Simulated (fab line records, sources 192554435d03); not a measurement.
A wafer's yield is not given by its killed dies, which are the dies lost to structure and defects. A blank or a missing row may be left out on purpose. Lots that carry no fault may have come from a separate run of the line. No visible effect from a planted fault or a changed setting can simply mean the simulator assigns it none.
Matching of chambers + flow n5_finfet + N5_BEOL_M6_STRIP_67 on rie_diel-04 has 4 sister chambers
The step strips in CF4. 20 wafers are shown with their chamber, then 10 later ones without.

## EACH WAFER AND ITS CHAMBER
| wafer  | chamber | drypump_motor_current_A (A) | showerhead_plenum_p_Torr (Torr) | oes_product_au (a.u.) |
|--------|---------|-----------------------------|---------------------------------|-----------------------|
| L080.1 | 0       | 5.5                         | 1.82                            | 0.87                  |
| L080.3 | 1       | 4.7                         | 1.78                            | 0.68                  |
| L080.4 | 3       | 5.4                         | 1.81                            | 0.79                  |
| L081.2 | 0       | 5.5                         | 1.82                            | 0.87                  |
| L081.4 | 3       | 5.4                         | 1.81                            | 0.79                  |
| L081.6 | 2       | 5.7                         | 1.83                            | 0.88                  |
| L084.1 | 3       | 5.4                         | 1.81                            | 0.79                  |
| L084.2 | 2       | 5.6                         | 1.83                            | 0.88                  |
| L084.3 | 0       | 5.5                         | 1.82                            | 0.86                  |
| L084.4 | 3       | 5.4                         | 1.81                            | 0.79                  |
| L084.5 | 2       | 5.6                         | 1.83                            | 0.87                  |
| L084.6 | 0       | 5.5                         | 1.82                            | 0.87                  |
| L085.1 | 0       | 5.5                         | 1.82                            | 0.86                  |
| L085.2 | 3       | 5.4                         | 1.80                            | 0.79                  |
| L085.4 | 2       | 5.6                         | 1.83                            | 0.87                  |
| L089.1 | 0       | 5.5                         | 1.82                            | 0.84                  |
| L089.4 | 1       | 4.7                         | 1.77                            | 0.93                  |
| L089.6 | 1       | 4.7                         | 1.77                            | 0.93                  |
| L094.1 | 2       | 5.6                         | 1.82                            | 0.84                  |
| L094.2 | 3       | 5.4                         | 1.80                            | 0.77                  |

SIGNATURES (averages over the wafers above)
| reading                  | chamber 0 | chamber 1 | chamber 2 | chamber 3 | scatter within a chamber |
|--------------------------|-----------|-----------|-----------|-----------|--------------------------|
| drypump_motor_current_A  | 5.500     | 4.700     | 5.620     | 5.400     | 0.0224                   |
| showerhead_plenum_p_Torr | 1.8200    | 1.7733    | 1.8280    | 1.8067    | 0.00418                  |
| oes_product_au           | 0.8617    | 0.8467    | 0.8680    | 0.7867    | 0.0523                   |
Rule: a wafer's distance from a chamber is the root of the sum, over the readings, of the square of ((its reading less the chamber's mean) divided by the reading's scatter). If the next closest chamber is less than 2 further off than the closest, the wafer can't be placed; otherwise it belongs to the closest. The scatter is the square root of a quotient: the sum, over the shown wafers, of each reading's squared deviation from its chamber's mean, divided by wafers minus chambers.

## WAFERS WHOSE CHAMBER IS MISSING
| wafer  | drypump_motor_current_A (A) | showerhead_plenum_p_Torr (Torr) | oes_product_au (a.u.) |
|--------|-----------------------------|---------------------------------|-----------------------|
| L094.3 | 5.5                         | 1.81                            | 0.84                  |
| L094.4 | 4.7                         | 1.77                            | 0.91                  |
| L094.5 | 5.5                         | 1.81                            | 0.83                  |
| L094.6 | 4.7                         | 1.77                            | 0.92                  |
| L095.2 | 5.5                         | 1.81                            | 0.83                  |
| L095.3 | 4.7                         | 1.77                            | 0.90                  |
| L095.6 | 5.7                         | 1.82                            | 0.84                  |
| L096.1 | 5.5                         | 1.81                            | 0.82                  |
| L096.3 | 5.6                         | 1.82                            | 0.83                  |
| L096.5 | 5.5                         | 1.81                            | 0.83                  |

## WHICH CHAMBER EACH ONE RAN IN
| wafer  | from the rows above | in truth |
|--------|---------------------|----------|
| L094.3 | 0                   | 0        |
| L094.4 | 1                   | 1        |
| L094.5 | 0                   | 0        |
| L094.6 | 1                   | 1        |
| L095.2 | 0                   | 0        |
| L095.3 | 1                   | 1        |
| L095.6 | 2                   | 2        |
| L096.1 | 0                   | 0        |
| L096.3 | 2                   | 2        |
| L096.5 | 0                   | 0        |
Placed correctly: 10 of 10. Not placeable from these rows: 0. Wrongly placed: 0.
